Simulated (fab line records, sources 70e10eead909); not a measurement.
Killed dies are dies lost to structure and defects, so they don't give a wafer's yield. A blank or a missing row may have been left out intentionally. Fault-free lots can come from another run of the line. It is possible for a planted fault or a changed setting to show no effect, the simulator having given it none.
Which tool was responsible? + flow nand-harc + 35 wafers from 12 lots sampled at 4 of the route's 1302 steps

== WHAT THE GAUGES SHOWED, per wafer ==
The record lacks any reading of a measuring or inspecting step that a usual standard deviation could be used to judge.

== WHAT TOOL EACH LOT RAN ON (gives the tool, then ch and the chambers of the sampled wafers, and finally the start) ==
| lot  | NHARC_A_CONTACT_STRIP_82                      | NHARC_A_CONTACT_DEP_84        | NHARC_A_CONTACT_ETCH_138             | NHARC_A_CONTACT_ETCH_92            |
|------|-----------------------------------------------|-------------------------------|--------------------------------------|------------------------------------|
| L235 | rie-diel-03 ch 0,3, day 22 12:26 or earlier   | acl-dep-01 ch 0, day 22 12:26 | har-cap-etch-03 ch 0,1, day 22 16:47 | rie-diel-03 ch 1,2, day 22 17:32   |
| L237 | rie-diel-03 ch 1,3, day 23 05:41 or earlier   | acl-dep-02 ch 0, day 23 05:41 | har-cap-etch-01 ch 0, day 23 10:16   | rie-diel-03 ch 0,1,3, day 23 11:06 |
| L238 | rie-diel-03 ch 2,3, day 23 07:06 or earlier   | acl-dep-02 ch 0, day 23 07:06 | har-cap-etch-02 ch 0,1, day 23 11:54 | rie-diel-09 ch 2,3, day 23 12:46   |
| L236 | rie-diel-03 ch 1,3, day 23 10:37 or earlier   | acl-dep-01 ch 0, day 23 10:37 | har-cap-etch-03 ch 0,1, day 23 14:59 | rie-diel-03 ch 0,1,3, day 23 15:44 |
| L240 | rie-diel-03 ch 0,2,3, day 23 20:26 or earlier | acl-dep-03 ch 0, day 23 20:26 | har-cap-etch-03 ch 0,1, day 24 00:44 | rie-diel-03 ch 0,1,3, day 24 01:31 |
| L239 | rie-diel-09 ch 2,3, day 23 20:48 or earlier   | acl-dep-01 ch 0, day 23 20:48 | har-cap-etch-01 ch 0,1, day 24 02:40 | rie-diel-03 ch 2,3, day 24 03:29   |
| L241 | rie-diel-03 ch 1,2, day 25 06:50 or earlier   | acl-dep-02 ch 0, day 25 06:50 | har-cap-etch-01 ch 0,1, day 25 11:15 | rie-diel-03 ch 1,2, day 25 12:02   |
| L244 | rie-diel-03 ch 0,1,3, day 26 07:34 or earlier | acl-dep-03 ch 0, day 26 07:34 | har-cap-etch-02 ch 0,1, day 26 12:58 | rie-diel-03 ch 0,2,3, day 26 13:47 |
| L243 | rie-diel-13 ch 1,2,3, day 26 09:16 or earlier | acl-dep-03 ch 0, day 26 09:16 | har-cap-etch-02 ch 0,1, day 26 14:31 | rie-diel-03 ch 0,1, day 26 15:22   |
| L247 | rie-diel-03 ch 0,2, day 28 12:34 or earlier   | acl-dep-02 ch 0, day 28 12:34 | har-cap-etch-03 ch 0,1, day 28 17:19 | rie-diel-13 ch 0,2, day 28 18:08   |
| L254 | rie-diel-09 ch 0,1, day 30 23:49 or earlier   | acl-dep-01 ch 0, day 30 23:49 | har-cap-etch-01 ch 0,1, day 31 03:56 | rie-diel-03 ch 0,1,2, day 31 04:42 |
| L256 | rie-diel-03 ch 0,3, day 32 15:15 or earlier   | acl-dep-03 ch 0, day 32 15:15 | har-cap-etch-01 ch 0,1, day 32 20:24 | rie-diel-03 ch 0,3, day 32 21:10   |
- NHARC_A_CONTACT_STRIP_82: strips in O2.
- NHARC_A_CONTACT_DEP_84: deposits aC, target thk 2800 nm.
- NHARC_A_CONTACT_ETCH_138: etches the open film in C4F8/O2/Ar, time 311 s, target depth 1914 nm.
- NHARC_A_CONTACT_ETCH_92: etches the open film in CH3F/O2, target depth 40 nm, time 85.7 s.

== WHAT THE TOOLS THEMSELVES READ (means of the sampled wafers that have a number; where no wafer has one, the mark that the record gives instead) ==
NHARC_A_CONTACT_STRIP_82. Usual: drypump-motor-current-A 5.83 A, standard deviation 0.28; oes-product-au 0.998 a.u., standard deviation 0.011; rf-vpp-V 57.8 V, standard deviation 0.86; showerhead-plenum-p-Torr 3.49 Torr, standard deviation 0.18; throttle-valve-pct 17.036 %, standard deviation 0.0098.
| lot  | tool        | drypump-motor-current-A (A) | oes-product-au (a.u.) | rf-vpp-V (V) | showerhead-plenum-p-Torr (Torr) | throttle-valve-pct (%) | flag |
|------|-------------|-----------------------------|-----------------------|--------------|---------------------------------|------------------------|------|
| L235 | rie-diel-03 | 5.81                        | 0.994                 | 56.7         | 3.28                            | 17.032                 |      |
| L237 | rie-diel-03 | 5.74                        | 0.992                 | 57.2         | 3.38                            | 17.037                 |      |
| L238 | rie-diel-03 | 5.93                        | 0.999                 | 56.9         | 3.47                            | 17.035                 |      |
| L236 | rie-diel-03 | 5.73                        | 1.001                 | 57.8         | 3.38                            | 17.029                 |      |
| L240 | rie-diel-03 | 5.90                        | 1.005                 | 56.7         | 3.37                            | 17.043                 |      |
| L239 | rie-diel-09 | 6.14                        | 1.003                 | 58.1         | 3.59                            | 17.028                 |      |
| L241 | rie-diel-03 | 5.94                        | 0.985                 | 57.3         | 3.56                            | 17.035                 |      |
| L244 | rie-diel-03 | 5.84                        | 0.993                 | 58.0         | 3.37                            | 17.037                 |      |
| L243 | rie-diel-13 | 5.61                        | 0.991                 | 58.2         | 3.49                            | 17.044                 |      |
| L247 | rie-diel-03 | 6.00                        | 1.005                 | 58.0         | 3.64                            | 17.025                 |      |
| L254 | rie-diel-09 | 5.52                        | 0.997                 | 57.9         | 3.65                            | 17.046                 |      |
| L256 | rie-diel-03 | 5.84                        | 0.998                 | 58.3         | 3.53                            | 17.037                 |      |

NHARC_A_CONTACT_DEP_84. Usual: throttle-valve-pct 35.000 %, standard deviation 0.0083.
| lot  | tool       | throttle-valve-pct (%) | flag |
|------|------------|------------------------|------|
| L235 | acl-dep-01 | 34.999                 |      |
| L237 | acl-dep-02 | 35.004                 |      |
| L238 | acl-dep-02 | 34.997                 |      |
| L236 | acl-dep-01 | 35.004                 |      |
| L240 | acl-dep-03 | 35.004                 |      |
| L239 | acl-dep-01 | 35.002                 |      |
| L241 | acl-dep-02 | 35.006                 |      |
| L244 | acl-dep-03 | 35.015                 |      |
| L243 | acl-dep-03 | 35.005                 |      |
| L247 | acl-dep-02 | 35.000                 |      |
| L254 | acl-dep-01 | 34.998                 |      |
| L256 | acl-dep-03 | 35.001                 |      |

NHARC_A_CONTACT_ETCH_92. Usual: drypump-motor-current-A 5.8 A, standard deviation 0.3; oes-product-au 0.931 a.u., standard deviation 0.02; rf-vpp-V 244.0 V, standard deviation 2; run-length-s 107.0 s, standard deviation 0.44; showerhead-plenum-p-Torr 2.43 Torr, standard deviation 0.12; throttle-valve-pct 20.662 %, standard deviation 0.01.
| lot  | tool        | drypump-motor-current-A (A) | oes-product-au (a.u.) | rf-vpp-V (V) | run-length-s (s) | showerhead-plenum-p-Torr (Torr) | throttle-valve-pct (%) | flag |
|------|-------------|-----------------------------|-----------------------|--------------|------------------|---------------------------------|------------------------|------|
| L235 | rie-diel-03 | 5.9                         | 0.921                 | 244.7        | 107.2            | 2.49                            | 20.673                 |      |
| L237 | rie-diel-03 | 5.8                         | 0.925                 | 244.0        | 107.3            | 2.35                            | 20.664                 |      |
| L238 | rie-diel-09 | 6.1                         | 0.928                 | 244.2        | 107.1            | 2.50                            | 20.647                 |      |
| L236 | rie-diel-03 | 5.8                         | 0.929                 | 242.4        | 107.1            | 2.35                            | 20.663                 |      |
| L240 | rie-diel-03 | 5.8                         | 0.945                 | 242.6        | 107.1            | 2.35                            | 20.659                 |      |
| L239 | rie-diel-03 | 5.9                         | 1.004                 | 243.2        | 107.3            | 2.41                            | 20.661                 | OFF  |
| L241 | rie-diel-03 | 5.9                         | 0.923                 | 244.3        | 107.1            | 2.48                            | 20.653                 |      |
| L244 | rie-diel-03 | 5.9                         | 0.944                 | 242.7        | 106.9            | 2.34                            | 20.660                 |      |
| L243 | rie-diel-03 | 5.8                         | 0.921                 | 243.9        | 107.2            | 2.42                            | 20.650                 |      |
| L247 | rie-diel-13 | 5.1                         | 0.925                 | 246.9        | 107.2            | 2.55                            | 20.670                 |      |
| L254 | rie-diel-03 | 5.9                         | 0.923                 | 245.3        | 106.9            | 2.53                            | 20.669                 |      |
| L256 | rie-diel-03 | 5.8                         | 0.923                 | 244.2        | 92.8             | 2.46                            | 20.668                 | OFF  |

== THE ANSWER, worked out from the rows above alone ==
Rule: lot off if the mean of its wafers having a number is beyond 3 standard deviations from the usual mean. Also off: a lot with no number at a reading for which 4 or more lots have one. Any other lot the step has rows for is counted as sound. First the gauges in route order, then the tools' own readings, where a lot's mean is used as printed above. At the first step where some lot is off, the reading lying furthest off is the one used; lots without a number count as furthest.
Off: L256, at NHARC_A_CONTACT_ETCH_92 (run-length-s).
If a tool, at that step or one of the process steps before it, ran each lot that is off and ran no sound lot following the first of them, it fits. With no start given for some of its lots, NHARC_A_CONTACT_STRIP_82 uses the hours and lot order of NHARC_A_CONTACT_DEP_84. Can't be told from this: 3 tools fit, rie-diel-03 at NHARC_A_CONTACT_STRIP_82 and NHARC_A_CONTACT_ETCH_92, acl-dep-03 at NHARC_A_CONTACT_DEP_84, har-cap-etch-01 at NHARC_A_CONTACT_ETCH_138.

== WHAT THE SIMULATOR PUT IN ==
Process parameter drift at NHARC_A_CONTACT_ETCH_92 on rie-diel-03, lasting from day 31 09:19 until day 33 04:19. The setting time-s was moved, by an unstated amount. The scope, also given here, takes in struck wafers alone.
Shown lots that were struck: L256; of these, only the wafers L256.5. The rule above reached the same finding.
